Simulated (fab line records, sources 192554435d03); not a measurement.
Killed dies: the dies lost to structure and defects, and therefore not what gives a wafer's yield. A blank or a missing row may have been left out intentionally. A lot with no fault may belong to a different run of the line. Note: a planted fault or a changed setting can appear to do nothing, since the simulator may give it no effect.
Matching of chambers -- flow n5-finfet -- N5_BEOL_M12_ETCH_59 on rie-diel-06 has 4 sister chambers
The step etches BARC in N2/H2, target depth 89 nm, overetch 26.7 nm, time 67.9 s. 16 wafers are shown with their chamber, then 8 later ones without.

== WAFERS WITH THEIR CHAMBER ==
wafer,chamber,drypump-motor-current-A (A),showerhead-plenum-p-Torr (Torr),throttle-valve-pct (%)
L076.1,3,6.0,2.49,17.79
L076.2,1,5.7,2.48,18.03
L076.5,3,6.0,2.49,17.79
L082.1,3,6.0,2.49,17.78
L082.4,3,6.0,2.49,17.78
L082.5,0,5.7,2.42,17.56
L081.1,2,4.9,2.58,18.15
L081.3,3,6.0,2.49,17.80
L081.6,2,4.9,2.58,18.15
L077.1,2,4.9,2.58,18.13
L077.3,3,6.0,2.49,17.80
L077.6,2,4.9,2.58,18.13
L078.1,2,4.9,2.57,18.15
L078.4,3,6.0,2.49,17.80
L078.5,3,6.0,2.49,17.81
L088.1,0,5.8,2.41,17.60

SIGNATURES (means of the wafers above)
reading,chamber 0,chamber 1,chamber 2,chamber 3,scatter within a chamber
drypump-motor-current-A,5.750,5.700,4.900,6.000,0.0204
showerhead-plenum-p-Torr,2.4150,2.4800,2.5780,2.4900,0.00329
throttle-valve-pct,17.5800,18.0300,18.1420,17.7937,0.0131
Rule: a wafer's distance from a chamber is the root of the sum, over the readings, of the square of ((its reading less the chamber's mean) divided by the reading's scatter). The wafer belongs to the nearest chamber; if the next one is less than 2 further off, it can't be placed. How the scatter is found: for the shown wafers, subtract from each reading the mean of its chamber, square and add these, divide the total by (wafers less chambers), then take the root.

== WAFERS WITHOUT THEIR CHAMBER ==
wafer,drypump-motor-current-A (A),showerhead-plenum-p-Torr (Torr),throttle-valve-pct (%)
L088.2,5.8,2.47,17.66
L088.3,6.0,2.48,17.84
L092.2,6.0,2.48,17.85
L092.4,5.7,2.41,17.60
L092.6,4.9,2.56,18.20
L093.2,5.7,2.47,17.65
L093.3,5.7,2.41,17.63
L093.6,5.8,2.41,17.64

== EACH ONE'S CHAMBER ==
wafer,from the rows above,in truth
L088.2,3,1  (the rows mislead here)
L088.3,3,3
L092.2,3,3
L092.4,0,0
L092.6,2,2
L093.2,can't be placed: 0 or 3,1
L093.3,0,0
L093.6,0,0
6 of 8 placed correctly. Not placeable from these rows: 1 (in 0, the candidates include the true chamber). Number placed wrongly: 1.
